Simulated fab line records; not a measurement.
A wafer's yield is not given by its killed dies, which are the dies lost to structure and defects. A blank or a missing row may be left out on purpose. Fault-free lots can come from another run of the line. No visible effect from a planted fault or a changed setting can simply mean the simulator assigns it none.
A lot that was struck, set against a sound lot :: flow n5_finfet :: 38 steps out of a route of 1938
Sound: wafers L712.2, L712.4, L712.6. Struck: wafer L721.6 (left out: L721.1, L721.2 of the same lot, which were not struck); the cause appears at the end.
Per side, at each step with rows, come the tool, then ch with its chambers, and then its first start. Under that, the readings that differ: sound wafers :: struck wafers :: difference of the means :: sigmas: that difference in standard deviations of wafers without a fault.
alike: a reading whose means differ by less than 2 such deviations, as well as words and numbers matching on both sides. not compared: withheld readings; readings where some wafer has no value; bounds like >300 that might hide an equal value; numbers whose values overlap and for which the record gives no deviation.
A row with sigmas, a row that says differs or no value, or rows on one side alone: a step with any of these is where the two part. Non-overlapping numbers with no deviation appear without sigmas and do not part them. A reading that every wafer of one side lacks parts them only if that side has two wafers or more.

first, 9 steps without rows for these wafers: N5_BEOL_M4_ANNEAL_95 (time 240 s); N5_BEOL_M4_SPUTTER_96 (material Cu, target thk 4.5 nm, time 8.29 s); N5_BEOL_M4_ECD_50 (material Cu, target thk 300 nm); N5_BEOL_M4_ANNEAL_51 (time 90 s); N5_BEOL_M4_CMP_52 (polishes, stops on SiOC, t overpolish 6.8 s, target thk 40 nm); N5_BEOL_M4_PRE_CLEAN_60 (time 15 s); N5_BEOL_M4_CO_CAP_55 (material Co, precursor CCTBA/H2, target thk 2 nm, time 102.1 s); N5_BEOL_M4_PRE_CLEAN_56 (time 15 s); N5_BEOL_M4_DEP_57 (deposits SiCN from 3MS/NH3, target thk 8 nm, time 14 s).
N5_BEOL_M4_RC_MEAS_101:
  sound on prober-01 ch 0, day 10 03:08; struck on prober-01 ch 0, day 13 03:07
  alike: DIBL_N, DIBL_P, IOFF_N, IOFF_P, ION_N, ION_P, SS_N, SS_P, VT_N, VT_P
then, 24 steps without rows for these wafers: N5_BEOL_M5_ILD_DEP_00 (deposits SiCOH lowk from DEMS/porogen, target thk 140.64 nm, time 25.9 s); N5_BEOL_M5_CURE_79 (cures SiCOH lowk, time 240 s); N5_BEOL_M5_PECVD_70 (deposits SiO2 from TEOS/O2, target thk 16 nm, time 18 s); N5_BEOL_M5_HM_DEP_02 (deposits TiN, target thk 20 nm); N5_BEOL_M5_COAT_59 (time 60 s, resist thk 60 nm); N5_BEOL_M5_COAT_60 (time 60 s, resist thk 12 nm); N5_BEOL_M5_COAT_71 (time 60 s, resist thk 5 nm); N5_BEOL_M5_COAT_05 (resist thk 30 nm); N5_BEOL_M5_EBR_07; N5_BEOL_M5_SOFTBAKE_06 (time 60 s); N5_BEOL_M5_EXPOSE_08 (exposes mask M5, target cd 28 nm); N5_BEOL_M5_PEB_09 (peb time 60 s); N5_BEOL_M5_DEVELOP_10 (develop time 30 s); N5_BEOL_M5_DESCUM_16 (chemistry O2, time 7 s); N5_BEOL_M5_ETCH_72 (etches underlayer in N2/H2, target depth 6.5 nm, time 5.2 s); N5_BEOL_M5_ETCH_61 (etches SiARC in CF4, target depth 15.6 nm, time 26 s); N5_BEOL_M5_ETCH_62 (etches SOC in N2/H2, target depth 75 nm, overetch 15 nm, time 112.5 s); N5_BEOL_M5_STRIP_63 (strips in N2/H2); N5_BEOL_M5_STRIP_73 (strips in N2/H2); N5_BEOL_M5_STRIP_64 (strips in CF4); N5_BEOL_M5_HM_OPEN_17 (chemistry Cl2/BCl3, target TiN, target depth 20 nm, overetch 6 nm); N5_BEOL_M5_STRIP_19 (strips in O2); N5_BEOL_M5_COAT_65 (time 60 s, resist thk 60 nm); N5_BEOL_M5_COAT_66 (time 60 s, resist thk 12 nm).
-- the record jumps here: 3 days lie between the struck wafers' starts before and after (it left off in module BEOL_M5 and takes up again in module BEOL_M12, whose first step shown is number 1653 of the route) --
N5_BEOL_M12_CMP_49: polishes, stops on SiOC, t overpolish 20.6 s, target thk 320 nm.
  sound on cmp-02 ch 1,2,3, day 13 13:16; struck on cmp-02 ch 1, day 15 23:09
reading: barrier_field_endpoint_s (s)
sound: 30.4 30.0 30.7
struck: 60.0
difference: +29.6
sigmas: +43

reading: overpolish_run_s (s)
sound: 20.617 20.621 20.604
struck: 6.229
difference: -14.385
sigmas: -99 or more
  alike: motor_current_A, slurry_flow_ml_min
  not compared: pad_life_wafers
N5_BEOL_M12_THK_MEAS_50: measures by xrf.
  sound on film_metro-02 at day 13 13:29; struck on film_metro-01 at day 15 23:25
reading: M12_THK (nm)
sound: 315 323 315
struck: 576
difference: +258
sigmas: +47
N5_BEOL_M12_INSPECT_55: inspects for defects (darkfield).
  sound on defect_inspect-02 at day 13 13:39; struck on defect_inspect-02 at day 15 23:35
reading: raw_defect_count
sound: 41 73 32
struck: 4720
difference: +4671
sigmas: +99 or more
N5_PASSIVATION_PROBE_49:
  sound on prober-01 at day 15 07:01; struck on prober-02 at day 17 05:53
reading: defect_limited_yield (%)
sound: 90.8 90.4 91.5
struck: 0
difference: -91
sigmas: -76

reading: killed_at_M4_up
sound: 17 14 18
struck: 1097
difference: +1081
sigmas: +99 or more

reading: killed_dies
sound: 108 113 100
struck: 1180
difference: +1073
sigmas: +72

reading: killed_on_rim
sound: 10 16 14
struck: 152
difference: +139
sigmas: +39

reading: sort_n_pass
sound: 1072 1067 1080
struck: 0
difference: -1073
sigmas: -72

reading: sort_yield_pct (%)
sound: 90.8 90.4 91.5
struck: 0
difference: -91
sigmas: -76
  alike: killed_at_M0_to_M3, killed_at_contacts, killed_at_front_end, killed_at_other, killed_open, killed_short, sort_bin_5_function, sort_bin_6_memory

== WHERE THEY PART ==
Earliest at N5_BEOL_M12_CMP_49; latest, in this record, at N5_PASSIVATION_PROBE_49.

WHY: whatever the simulator had introduced
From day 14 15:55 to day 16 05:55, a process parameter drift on cmp-02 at N5_BEOL_M12_CMP_49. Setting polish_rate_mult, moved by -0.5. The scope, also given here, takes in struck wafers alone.
